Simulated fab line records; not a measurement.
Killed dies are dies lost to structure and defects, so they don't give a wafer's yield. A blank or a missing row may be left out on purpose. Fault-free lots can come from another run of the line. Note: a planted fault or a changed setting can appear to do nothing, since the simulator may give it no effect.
fab line records	flow n5_finfet
[record] lots = 6	wafers = 18	last_day = 16
route steps=1938 shown BEOL_M11@1580 PASSIVATION@1936
lots with no fault: from the same line, run without faults
start_h: hours from the record's opening day to when the first of the lot's shown wafers began	wait_h: how many hours have passed since the lot's step before this one	" unchanged from the row above	L1.1+2: one row covering several wafers at once	- either no value or no given start	* or withheld: withheld	< > ~ a bound
route shown NAME@n: NAME is a module with steps in the file, n the number in the route of the first one	usual: mean/standard deviation of fault-free wafers	same: alike in all rows	chamber/n: place in a boat	sites: per-site readings	_std_site: standard deviation of those values	_edge_site: the outer-site mean with the inner-site mean subtracted	radius_mm: for every site, how far away it sits from the centre of the wafer	mask NAME#n: copy n	behind: the tool/chamber that last shaped the wafer	hold: reason for holding the lot/hours on hold/outcome of the hold	device: the transistor (n, p or np) that didn't switch	end of line: at the end of the route, the tests of the same wafers	a step with no rows: only its recipe	killed: at the first sort, the dies lost to defects and structure; wafer yield is something else	map: dies across one wafer; x = killed, . = not, _ = none there
set.NAME: the setting that was run; set.NAME@STEP: the one run at that earlier step	model.NAME: the simulator's own value behind a step, which no gauge read
lots at some steps of the route; a table a step, a row a wafer
services: when a tool's chamber went out of use (start_h, in hours from the record's first day, below 0 if earlier), for how many hours, and the reason
[[steps]]
[step N5_BEOL_M11_STRIP_77]
[recipe] chemistry = N2/H2	time_s = 10	power_w = 450	temp_c = 40	pressure_mtorr = 20	rf_frequency_hz = 6e+07	bias_power_w = 7	n2_flow_sccm = 200	h2_flow_sccm = 200
[usual] drypump_motor_current_A = 5.7/0.35	oes_product_au = 0.82/0.069	rf_vpp_V = 59.3/0.86	showerhead_plenum_p_Torr = 2.56/0.069	throttle_valve_pct = 23.4/0.36
lot.wafer	tool	chamber	start_h	wait_h	drypump_motor_current_A	oes_product_au	rf_hours_counter_h	rf_vpp_V	showerhead_plenum_p_Torr	throttle_valve_pct
L203.1	rie_diel-04	1	-	-	5.0	0.75	179	59.1	2.65	23.5
L203.2	"	0	"	"	5.4	0.74	185	60.2	2.62	23.3
L203.6	"	1	"	"	5.0	0.74	-	61.0	2.65	23.5
L210.1	rie_diel-01	0	-	-	5.6	0.93	5	59.0	2.48	22.9
L210.5	"	1	"	"	5.7	0.83	-	60.3	2.68	23.9
L210.6	"	2	"	"	5.8	0.85	-	59.1	2.46	23.7
L214.1	rie_diel-01	0	-	-	5.6	0.92	13	58.5	2.47	22.9
L214.4	"	2	"	"	5.8	0.84	67	56.9	2.46	23.7
L214.5	"	3	"	"	6.2	0.86	-	59.7	2.50	23.5
L212.2	rie_diel-05	2	-	-	5.7	0.87	53	60.6	2.56	23.2
L212.3	"	0	"	"	5.0	0.68	243	60.1	2.60	23.6
L212.6	"	2	"	"	5.7	0.87	-	60.2	2.56	23.2
L223.1	rie_diel-01	1	-	-	5.7	0.80	110	58.8	2.67	23.9
L223.3	"	2	"	"	5.8	0.83	85	59.5	2.46	23.7
L223.5	"	2	"	"	5.8	0.84	-	59.8	2.46	23.7
L222.1	rie_diel-05	3	-	-	5.8	0.81	50	58.7	2.56	22.7
L222.2	"	0	"	"	5.0	0.97	2	57.6	2.60	23.5
L222.4	"	2	"	"	5.7	0.83	71	59.9	2.56	23.2
[step N5_BEOL_M11_OCD_MEAS_38]
[usual] trench_depth_nm = 148/3.3
lot.wafer	tool	chamber	start_h	wait_h	trench_depth_nm
L203.1	ocd-02	-	216.12	-	154
L203.2	"	-	"	"	148
L203.6	"	-	"	"	153
L210.1	ocd-01	-	269.07	-	148
L210.5	"	-	"	"	145
L210.6	"	-	"	"	151
L214.1	ocd-02	-	286.36	-	147
L214.4	"	-	"	"	151
L214.5	"	-	"	"	148
L212.2	ocd-02	-	288.89	-	149
L212.3	"	-	"	"	152
L212.6	"	-	"	"	148
L223.1	ocd-02	-	341.97	-	147
L223.3	"	-	"	"	153
L223.5	"	-	"	"	153
L222.1	ocd-01	-	342.82	-	142
L222.2	"	-	"	"	153
L222.4	"	-	"	"	149
[step N5_BEOL_M11_HM_STRIP_39]
[recipe] chemistry = peroxide_tin_strip	material = TiN	target_depth_a = 250	temp_c = 50	time_s = 158
[step N5_BEOL_M11_SRD_40]
[recipe] time_s = 30	temp_c = 23	rinse_liquid = diw	dry = ipa_marangoni
[step N5_BEOL_M11_PRECLEAN_42]
[recipe] chemistry = residue_remover	time_s = 60	temp_c = 40
[step N5_BEOL_M11_SRD_43]
[recipe] time_s = 30	temp_c = 23	rinse_liquid = diw	dry = ipa_marangoni
[step N5_BEOL_M11_CD_MEAS_35]
[recipe] target_cd_nm = 70	polarity = opening
[usual] cd_nm = 70.2/0.75
lot.wafer	tool	chamber	start_h	wait_h	cd_nm
L203.1	cd_sem-01	-	216.27	0.0	71.0
L203.2	"	-	"	"	68.8
L203.6	"	-	"	"	71.3
L210.1	cd_sem-02	-	269.23	0.0	69.0
L210.5	"	-	"	"	70.0
L210.6	"	-	"	"	68.7
L214.1	cd_sem-03	-	286.52	0.0	71.4
L214.4	"	-	"	"	70.0
L214.5	"	-	"	"	70.9
L212.2	cd_sem-02	-	289.04	0.0	71.0
L212.3	"	-	"	"	71.1
L212.6	"	-	"	"	72.0
L223.1	cd_sem-01	-	342.13	0.0	70.6
L223.3	"	-	"	"	69.1
L223.5	"	-	"	"	70.3
L222.1	cd_sem-01	-	342.97	0.0	70.5
L222.2	"	-	"	"	70.5
L222.4	"	-	"	"	71.0
[step N5_BEOL_M11_CURE_72]
[recipe] temp_c = 370	time_s = 120	ambient = DMADMS/He	material = SiCOH_lowk
[step N5_BEOL_M11_DEGAS_44]
[recipe] ambient = vacuum	temp_c = 250	time_s = 60
[usual] heater_power_w = 333/17
lot.wafer	tool	chamber	start_h	wait_h	heater_power_w
L203.1	pvd_sputter-03	-	217.13	0.8	363
L203.2	"	-	"	"	334
L203.6	"	-	"	"	312
L210.1	pvd_sputter-03	-	269.78	0.5	358
L210.5	"	-	"	"	342
L210.6	"	-	"	"	329
L214.1	pvd_sputter-01	-	287.14	0.3	342
L214.4	"	-	"	"	322
L214.5	"	-	"	"	346
L212.2	pvd_sputter-01	-	290.19	1.0	324
L212.3	"	-	"	"	330
L212.6	"	-	"	"	345
L223.1	pvd_sputter-03	-	342.67	0.5	343
L223.3	"	-	"	"	333
L223.5	"	-	"	"	355
L222.1	pvd_sputter-03	-	343.42	0.4	362
L222.2	"	-	"	"	324
L222.4	"	-	"	"	313
[step N5_BEOL_M11_PRE_CLEAN_45]
[recipe] gas = H2/He	time_s = 30	temp_c = 250
[usual] heater_power_w = 332/17
lot.wafer	tool	chamber	start_h	wait_h	heater_power_w
L203.1	pvd_sputter-03	-	217.17	0.0	355
L203.2	"	-	"	"	333
L203.6	"	-	"	"	309
L210.1	pvd_sputter-03	-	269.82	0.0	353
L210.5	"	-	"	"	346
L210.6	"	-	"	"	333
L214.1	pvd_sputter-01	-	287.18	0.0	344
L214.4	"	-	"	"	323
L214.5	"	-	"	"	343
L212.2	pvd_sputter-01	-	290.23	0.0	324
L212.3	"	-	"	"	335
L212.6	"	-	"	"	338
L223.1	pvd_sputter-03	-	342.71	0.0	338
L223.3	"	-	"	"	320
L223.5	"	-	"	"	360
L222.1	pvd_sputter-03	-	343.46	0.0	371
L222.2	"	-	"	"	330
L222.4	"	-	"	"	310
[step N5_BEOL_M11_ALD_74]
[recipe] material = TaN	target_thk_a = 20	temp_c = 275	ald_precursor_family = PDMAT	ald_co_reactant = NH3	pressure_torr = 3	carrier_flow_sccm = 1500	pulse_time_s = 2	purge_time_s = 3	co_reactant_purge_time_s = 2	co_reactant_pulse_time_s = 3	ald_cycles = 40	precursor_vessel_temp_c = 75	precursor_vessel_pressure_torr = 26.25	precursor_vessel_carrier_sccm = 1000
[usual] heater_power_outer_w = 225/24	heater_power_w = 407/48
[same] pulse_time_s = 2
lot.wafer	tool	chamber	start_h	wait_h	heater_power_outer_w	heater_power_w
L203.1	ald_metal-01	1	217.23	0.0	201	353
L203.2	"	3	"	"	248	438
L203.6	"	1	"	"	202	365
L210.1	ald_metal-03	0	269.88	0.0	211	402
L210.5	"	2	"	"	271	478
L210.6	"	3	"	"	249	442
L214.1	ald_metal-03	1	287.47	0.3	236	500
L214.4	"	2	"	"	265	511
L214.5	"	3	"	"	245	454
L212.2	ald_metal-01	3	290.37	0.1	241	436
L212.3	"	0	"	"	198	357
L212.6	"	1	"	"	204	352
L223.1	ald_metal-03	0	342.79	0.1	210	411
L223.3	"	3	"	"	248	436
L223.5	"	2	"	"	270	506
L222.1	ald_metal-04	1	343.84	0.4	276	459
L222.2	"	0	"	"	231	407
L222.4	"	3	"	"	242	429
[step N5_BEOL_M11_SURFACE_TREAT_76]
[recipe] gas = Ar	time_s = *	ion_energy_ev = *	ion_current_ma_cm2 = 0.5	pressure_mtorr = *	ar_flow_sccm = 30
[usual] throttle_valve_pct = *
lot.wafer	tool	chamber	start_h	wait_h	throttle_valve_pct
L203.1	pvd_sputter-02	-	217.58	0.2	*
L203.2	"	-	"	"	*
L203.6	"	-	"	"	*
L210.1	pvd_sputter-02	-	270.21	0.2	*
L210.5	"	-	"	"	*
L210.6	"	-	"	"	*
L214.1	pvd_sputter-01	-	287.95	0.3	*
L214.4	"	-	"	"	*
L214.5	"	-	"	"	*
L212.2	pvd_sputter-01	-	290.71	0.2	*
L212.3	"	-	"	"	*
L212.6	"	-	"	"	*
L223.1	pvd_sputter-03	-	343.08	0.2	*
L223.3	"	-	"	"	*
L223.5	"	-	"	"	*
L222.1	pvd_sputter-01	-	344.68	0.7	*
L222.2	"	-	"	"	*
L222.4	"	-	"	"	*
[step N5_BEOL_M11_CVD_75]
[recipe] material = Co	target_thk_a = 20	temp_c = withheld	precursor = CCTBA/H2	pressure_torr = 30	time_s = 138.9
[usual] run_length_s = 161.9/0.53
lot.wafer	tool	chamber	start_h	wait_h	run_length_s
L203.1	cvd_co-02	0	217.64	0.0	161.1
L203.2	"	2	"	"	162.0
L203.6	"	1	"	"	162.1
L210.1	cvd_co-02	1	270.27	0.0	161.9
L210.5	"	2	"	"	133.1
L210.6	"	0	"	"	160.9
L214.1	cvd_co-02	2	288.01	0.0	132.5
L214.4	"	2	"	"	132.7
L214.5	"	1	"	"	161.6
L212.2	cvd_co-01	1	290.85	0.1	162.4
L212.3	"	0	"	"	161.5
L212.6	"	0	"	"	162.0
L223.1	cvd_co-01	1	343.18	0.1	162.3
L223.3	"	2	"	"	162.1
L223.5	"	0	"	"	162.0
L222.1	cvd_co-01	1	344.78	0.1	162.3
L222.2	"	2	"	"	162.2
L222.4	"	2	"	"	161.7
[step N5_BEOL_M11_SPUTTER_48]
[recipe] material = Cu	target_thk_a = 120	temp_c = -20	bias_v = 60	power_w = 26000	chamber_pressure_pa = 0.13	time_s = 2
[step N5_PASSIVATION_PROBE_49]
[usual] defect_limited_yield = 91.4/1.4	killed_at_M0_to_M3 = 34/8.9	killed_at_M4_up = 13/4.6	killed_at_contacts = 12/5.5	killed_at_front_end = 41/11	killed_at_other = 3.1/2.9	killed_dies = 102/16	killed_on_rim = 13/4.2	killed_open = 66/11	killed_short = 34/7.6	sort_bin_4_leakage = 0.01/0.14	sort_bin_5_function = 5.1/0.89	sort_bin_6_memory = 3.2/0.61	sort_bin_8_speed = 0.02/0.12	sort_n_pass = 1078/16	sort_yield_pct = 91.3/1.4
[same] gross_dies = 1180	killed_at_back_side = 0
lot.wafer	tool	chamber	start_h	wait_h	defect_limited_yield[%]	killed_at_M0_to_M3	killed_at_M4_up	killed_at_contacts	killed_at_front_end	killed_at_other	killed_dies	killed_on_rim	killed_open	killed_short	sort_bin_4_leakage[%]	sort_bin_5_function[%]	sort_bin_6_memory[%]	sort_bin_8_speed[%]	sort_n_pass	sort_yield_pct[%]
L203.1	prober-02	-	264.46	0.0	90.4	35	8	20	45	5	113	11	74	39	0	5.3	3.9	0.08	1066	90.3
L203.2	prober-02	-	264.51	0.1	91.7	29	13	8	45	3	98	15	53	45	0	4.5	3.5	0	1082	91.7
L203.6	prober-02	-	264.71	0.3	90.7	42	5	22	37	4	110	18	68	41	0	4.4	4.2	0	1070	90.7
L210.1	prober-01	-	305.80	0.0	90.2	32	16	8	53	7	116	15	66	50	0	6.5	2.9	0	1064	90.2
L210.5	prober-01	-	306.00	0.2	91.4	39	11	9	41	2	102	12	59	41	0	4.7	3.8	0	1078	91.4
L210.6	prober-01	-	306.05	0.3	88.8	48	12	8	64	0	132	16	80	48	0	7.2	3.3	0	1048	88.8
L214.1	prober-01	-	326.36	0.0	93.2	30	8	7	34	1	80	10	54	26	0	4.1	2.7	0	1100	93.2
L214.4	prober-01	-	326.51	0.2	89.8	42	5	9	63	1	120	16	76	44	0	5.2	4.5	0	1060	89.8
L214.5	prober-01	-	326.56	0.2	93.1	33	8	8	32	0	81	3	54	27	0	3.8	3.0	0	1099	93.1
L212.2	prober-02	-	332.74	0.1	90.7	44	14	5	39	8	110	16	79	30	0.25	5.8	3.4	0	1067	90.4
L212.3	prober-02	-	332.79	0.1	90.7	34	10	14	49	3	110	12	72	37	0	5.8	3.4	0	1070	90.7
L212.6	prober-02	-	332.94	0.3	91.0	41	10	6	41	8	106	12	69	37	0	6.3	2.5	0	1074	91.0
L223.1	prober-01	-	380.91	0.0	94.2	19	11	7	30	1	68	12	49	19	0	3.7	1.9	0	1112	94.2
L223.3	prober-01	-	381.01	0.1	90.3	26	13	15	59	1	114	11	74	35	0	5.3	3.4	0	1066	90.3
L223.5	prober-01	-	381.11	0.2	92.2	21	10	10	46	5	92	10	59	31	0	4.2	3.0	0	1088	92.2
L222.1	prober-02	-	384.72	0.0	90.2	39	21	16	38	2	116	13	80	36	0	5.0	4.3	0	1064	90.2
L222.2	prober-02	-	384.77	0.1	90.8	30	23	8	39	9	109	18	72	34	0	5.3	3.4	0	1071	90.8
L222.4	prober-02	-	384.87	0.2	90.2	58	11	11	32	4	116	13	77	39	0	5.9	3.6	0	1064	90.2
// killed by level:class
L203.1 MOL_CONTACT_COAG:geometric_particle:open=16 BEOL_M3:geometric_particle:open=11 STI_FIN_REVEAL:geometric_particle:open=9 ILD0:geometric_particle:short=9 BEOL_M0_SAQP:geometric_particle:open=8 GATE_CUT:geometric_particle:short=6 ILD0:geometric_particle:open=6 BEOL_M0_SAQP:geometric_particle:short=6
L203.2 FIN_SAQP:geometric_particle:short=10 BEOL_M0_SAQP:geometric_particle:open=9 GATE_CUT:geometric_particle:short=7 MOL_CONTACT_COAG:geometric_particle:open=7 FIN_SAQP:geometric_particle:open=6 BEOL_M0_SAQP:geometric_particle:short=6 BEOL_M2:geometric_particle:short=5 BEOL_M2:geometric_particle:open=5
L203.6 MOL_CONTACT_COAG:geometric_particle:open=16 FIN_SAQP:geometric_particle:short=15 BEOL_M1:geometric_particle:open=10 BEOL_M2:geometric_particle:open=10 BEOL_M3:geometric_particle:open=9 MOL_CONTACT_COAG:geometric_particle:short=6 BEOL_M0_SAQP:geometric_particle:open=5 FIN_SAQP:geometric_particle:open=4
L210.1 FIN_SAQP:geometric_particle:short=15 STI_FIN_REVEAL:geometric_particle:open=12 BEOL_M0_SAQP:geometric_particle:open=12 BEOL_M0_SAQP:geometric_particle:short=12 FIN_SAQP:geometric_particle:open=7 MOL_CONTACT_COAG:geometric_particle:open=7 STI_FIN_REVEAL:geometric_particle:short=5 BEOL_M4:geometric_particle:open=5
L210.5 BEOL_M0_SAQP:geometric_particle:short=11 BEOL_M2:geometric_particle:open=9 FIN_SAQP:geometric_particle:short=8 MOL_CONTACT_COAG:geometric_particle:open=8 BEOL_M0_SAQP:geometric_particle:open=8 FIN_SAQP:geometric_particle:open=7 STI_FIN_REVEAL:geometric_particle:open=6 STI_FIN_REVEAL:geometric_particle:short=5
L210.6 FIN_SAQP:geometric_particle:open=21 FIN_SAQP:geometric_particle:short=18 BEOL_M0_SAQP:geometric_particle:open=16 BEOL_M0_SAQP:geometric_particle:short=15 DUMMY_GATE:geometric_particle:open=8 MOL_CONTACT_COAG:geometric_particle:open=6 BEOL_M8:geometric_particle:open=5 BEOL_M2:geometric_particle:open=5
L214.1 STI_FIN_REVEAL:geometric_particle:open=10 BEOL_M0_SAQP:geometric_particle:open=9 BEOL_M0_SAQP:geometric_particle:short=7 MOL_CONTACT_COAG:geometric_particle:open=6 BEOL_M2:geometric_particle:open=5 FIN_SAQP:geometric_particle:short=4 DUMMY_GATE:geometric_particle:open=4 FIN_SAQP:geometric_particle:open=3
L214.4 FIN_SAQP:geometric_particle:open=18 STI_FIN_REVEAL:geometric_particle:open=12 BEOL_M2:geometric_particle:open=11 BEOL_M0_SAQP:geometric_particle:short=10 BEOL_M0_SAQP:geometric_particle:open=9 FIN_SAQP:geometric_particle:short=6 MOL_CONTACT_COAG:geometric_particle:open=6 BEOL_M0:geometric_particle:open=6
L214.5 BEOL_M0_SAQP:geometric_particle:short=9 BEOL_M0_SAQP:geometric_particle:open=8 FIN_SAQP:geometric_particle:open=7 MOL_CONTACT_COAG:geometric_particle:open=7 STI_FIN_REVEAL:geometric_particle:open=6 BEOL_M2:geometric_particle:open=5 GATE_CUT:geometric_particle:short=5 BEOL_M4:geometric_particle:open=5
L212.2 BEOL_M3:geometric_particle:open=15 FIN_SAQP:geometric_particle:open=13 STI_FIN_REVEAL:geometric_particle:open=9 BEOL_M3:geometric_particle:short=8 BEOL_M1:geometric_particle:open=6 BEOL_M4:geometric_particle:open=6 BEOL_M0_SAQP:geometric_particle:short=5 BEOL_M2:geometric_particle:open=5
L212.3 FIN_SAQP:geometric_particle:open=17 MOL_CONTACT_COAG:geometric_particle:open=10 FIN_SAQP:geometric_particle:short=9 STI_FIN_REVEAL:geometric_particle:open=9 BEOL_M1:geometric_particle:open=9 BEOL_M3:geometric_particle:open=8 BEOL_M0_SAQP:geometric_particle:open=6 BEOL_M4:geometric_particle:open=5
L212.6 STI_FIN_REVEAL:geometric_particle:open=13 BEOL_M3:geometric_particle:open=10 BEOL_M0_SAQP:geometric_particle:short=8 BEOL_M1:geometric_particle:open=7 BEOL_M4:geometric_particle:open=6 FIN_SAQP:geometric_particle:open=5 MOL_CONTACT_COAG:geometric_particle:open=5 BEOL_M0_SAQP:geometric_particle:open=5
L223.1 DUMMY_GATE:geometric_particle:open=8 MOL_CONTACT_COAG:geometric_particle:open=7 GATE_CUT:geometric_particle:short=7 BEOL_M0_SAQP:geometric_particle:open=5 BEOL_M2:geometric_particle:open=5 GATE_CUT:geometric_particle:open=4 STI_FIN_REVEAL:geometric_particle:open=3 BEOL_M3:geometric_particle:open=3
L223.3 STI_FIN_REVEAL:geometric_particle:open=23 MOL_CONTACT_COAG:geometric_particle:open=10 DUMMY_GATE:geometric_particle:open=8 BEOL_M0_SAQP:geometric_particle:short=7 STI_FIN_REVEAL:geometric_particle:short=6 MOL_CONTACT_COAG:geometric_particle:short=5 BEOL_M0_SAQP:geometric_particle:open=5 HKMG_FIN:area_etch=5
L223.5 STI_FIN_REVEAL:geometric_particle:open=15 STI_FIN_REVEAL:geometric_particle:short=11 MOL_CONTACT_COAG:geometric_particle:open=8 BEOL_M0_SAQP:geometric_particle:open=8 BEOL_M0_SAQP:geometric_particle:short=5 DUMMY_GATE:geometric_particle:open=5 PASS1_DEP:geometric_particle:open=4 STARTING-WAFER:geometric_particle:open=4
L222.1 MOL_CONTACT_COAG:geometric_particle:open=11 BEOL_M3:geometric_particle:open=9 BEOL_M4:geometric_particle:open=9 BEOL_M0_SAQP:geometric_particle:short=7 BEOL_M1:geometric_particle:open=7 BEOL_M2:geometric_particle:open=7 FIN_SAQP:geometric_particle:short=6 STI_FIN_REVEAL:geometric_particle:open=6
L222.2 FIN_SAQP:geometric_particle:open=12 BEOL_M3:geometric_particle:open=8 BEOL_M4:geometric_particle:open=8 BEOL_M0_SAQP:geometric_particle:open=7 BEOL_M2:geometric_particle:open=7 MOL_CONTACT_COAG:geometric_particle:open=6 GATE_CUT:geometric_particle:short=5 DUMMY_GATE:geometric_particle:open=4
L222.4 BEOL_M0_SAQP:geometric_particle:short=13 BEOL_M1:geometric_particle:open=12 MOL_CONTACT_COAG:geometric_particle:open=10 BEOL_M3:geometric_particle:open=10 FIN_SAQP:geometric_particle:open=9 BEOL_M0_SAQP:geometric_particle:open=9 FIN_SAQP:geometric_particle:short=7 BEOL_M2:geometric_particle:open=7
[[services]]
tool	chamber	start_h	hours	kind
rie_diel-05	-	200.69	1.2	repair
rie_diel-04	3	204.29	12.3	repair
rie_diel-01	-	205.20	14.6	pm
ald_metal-04	1	211.18	24.9	repair
rie_diel-01	0	229.39	-	clean
rie_diel-01	0	229.39	-	consumable_replace:focus_ring
rie_diel-01	0	229.39	20.3	scheduled_down
rie_diel-01	0	229.39	20.3	vent_cycle
rie_diel-05	0	231.27	1.3	repair
cvd_co-01	-	237.63	2.8	pm
rie_diel-01	2	241.99	4.6	repair
ald_metal-03	0	251.81	3.2	repair
ald_metal-03	1	254.75	14.2	repair
rie_diel-05	-	266.35	15.6	pm
cvd_co-02	-	273.87	6.9	pm
rie_diel-01	2	279.08	5.3	repair
rie_diel-05	0	301.90	5.6	repair
ald_metal-04	-	304.74	6.0	pm
ald_metal-01	-	319.58	0.7	repair
ald_metal-03	-	327.63	0.4	repair
cvd_co-02	1	333.88	-	clean
cvd_co-02	1	333.88	22.0	scheduled_down
ald_metal-01	-	337.35	14.0	pm
rie_diel-01	3	339.32	3.9	repair
[[key]]
[first_sign] step = N5_BEOL_M11_CVD_75	reading = run_length_s	direction = down	sigmas = 55	usual = *	struck = *
effect none on later readings
met_at N5_BEOL_M11_CVD_75
struck_wafers L210.5,L214.1,L214.4
onset_between 217.64 270.27
[fault] kind = process_parameter_drift	tool = cvd_co-02	chamber = 2	onset_h = 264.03	steps = N5_BEOL_M11_CVD_75	channel = time_s	offset = *	shape = step	end_h = 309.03	acts_in = *	stated = *
